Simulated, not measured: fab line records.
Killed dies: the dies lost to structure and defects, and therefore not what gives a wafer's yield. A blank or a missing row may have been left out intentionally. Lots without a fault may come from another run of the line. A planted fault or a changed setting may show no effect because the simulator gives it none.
Comparing a struck lot with a sound one    flow n5_finfet    15 steps out of a route of 1938
Sound: these wafers, L560.2, L560.3, L560.6. Struck: wafer L570.2. The cause is given at the end.
At each step with rows: each side's tool, then ch and its chambers, then its first start. Under that, the readings that differ: sound wafers    struck wafers    difference of the means    sigmas: that difference in standard deviations of wafers without a fault.
alike: readings with means less than 2 such deviations apart, plus words and numbers identical on both sides. not compared: withheld readings, readings lacking a value on some wafer, bounds such as >300 that could conceal the same value, and numbers that have no deviation in the record and whose values overlap.
Wherever a step has rows on one side only, a row that says differs or no value, or a row with sigmas, the two part there. Non-overlapping numbers with no deviation appear without sigmas and do not part them. A reading that every wafer of one side lacks parts them only if that side has two wafers or more.

first, 7 steps without rows for these wafers: N5_BEOL_M12_COAT_04 (resist thk 400 nm); N5_BEOL_M12_EBR_06; N5_BEOL_M12_SOFTBAKE_05 (time 60 s); N5_BEOL_M12_EXPOSE_07 (exposes mask V11); N5_BEOL_M12_PEB_08 (peb time 90 s); N5_BEOL_M12_DEVELOP_09 (develop time 45 s); N5_BEOL_M12_HARDBAKE_14 (time 120 s).
N5_BEOL_M12_CD_MEAS_10: the cd target is 140 nm.
  sound on cd_sem-02 ch 0, day 13 00:25; struck on cd_sem-01 ch 0, day 16 12:29
  alike: cd_nm
N5_BEOL_M12_OVL_MEAS_11:
  sound on overlay-01 ch 0, day 13 00:27; struck on overlay-01 ch 0, day 16 12:31
  alike: V11_OVL
N5_BEOL_M12_INSPECT_12: inspects for defects (macro).
  sound on defect_inspect-01, day 13 00:28; struck on defect_inspect-02, day 16 12:32
  alike: raw_defect_count
N5_BEOL_M12_DESCUM_15: chemistry O2, time 7.9 s.
  sound on rie_diel-01 ch 0,2, day 13 00:30; struck on rie_diel-01 ch 0, day 16 12:35
reading                sound           struck  difference  sigmas
oes_product_au (a.u.)  0.68 0.74 0.73  0.98    +0.26       +3
  alike: drypump_motor_current_A, rf_vpp_V, showerhead_plenum_p_Torr, throttle_valve_pct
  not compared: rf_hours_counter_h
N5_BEOL_M12_ETCH_59: etches BARC in N2/H2, target depth 89 nm, overetch 26.7 nm, time 67.9 s.
  sound on rie_diel-01 ch 0,2, day 13 00:32; struck on rie_diel-01 ch 0, day 16 12:37
reading                sound           struck  difference  sigmas
oes_product_au (a.u.)  0.60 0.63 0.63  0.83    +0.21       +3
  alike: drypump_motor_current_A, rf_vpp_V, showerhead_plenum_p_Torr, throttle_valve_pct
  not compared: rf_hours_counter_h
N5_BEOL_M12_VIA_ETCH_16: etches SiOC in C4F8/O2/Ar, target depth 724.8 nm.
  sound on rie_diel-01 ch 0,2, day 13 00:35; struck on rie_diel-01 ch 0, day 16 12:40
reading                sound           struck  difference  sigmas
oes_product_au (a.u.)  0.62 0.66 0.65  1.14    +0.50       +6
  alike: O2_flow_sccm, drypump_motor_current_A, rf_vpp_V, showerhead_plenum_p_Torr, throttle_valve_pct
N5_BEOL_M12_STRIP_63: strips in N2/H2.
  sound on plasma_asher-01 ch 0,1, day 13 00:47; struck on plasma_asher-02 ch 0, day 16 12:52
  alike: drypump_motor_current_A, heater_power_w, oes_product_au, strip_time_to_endpoint_s
  not compared: rf_hours_counter_h
N5_PASSIVATION_PROBE_49:
  sound wafers here have rows in the record (prober-01, day 14 15:40); struck ones have none

## WHERE THEY PART
At N5_BEOL_M12_DESCUM_15 first; at N5_PASSIVATION_PROBE_49 last (within this record only).

WHY: whatever the simulator had introduced
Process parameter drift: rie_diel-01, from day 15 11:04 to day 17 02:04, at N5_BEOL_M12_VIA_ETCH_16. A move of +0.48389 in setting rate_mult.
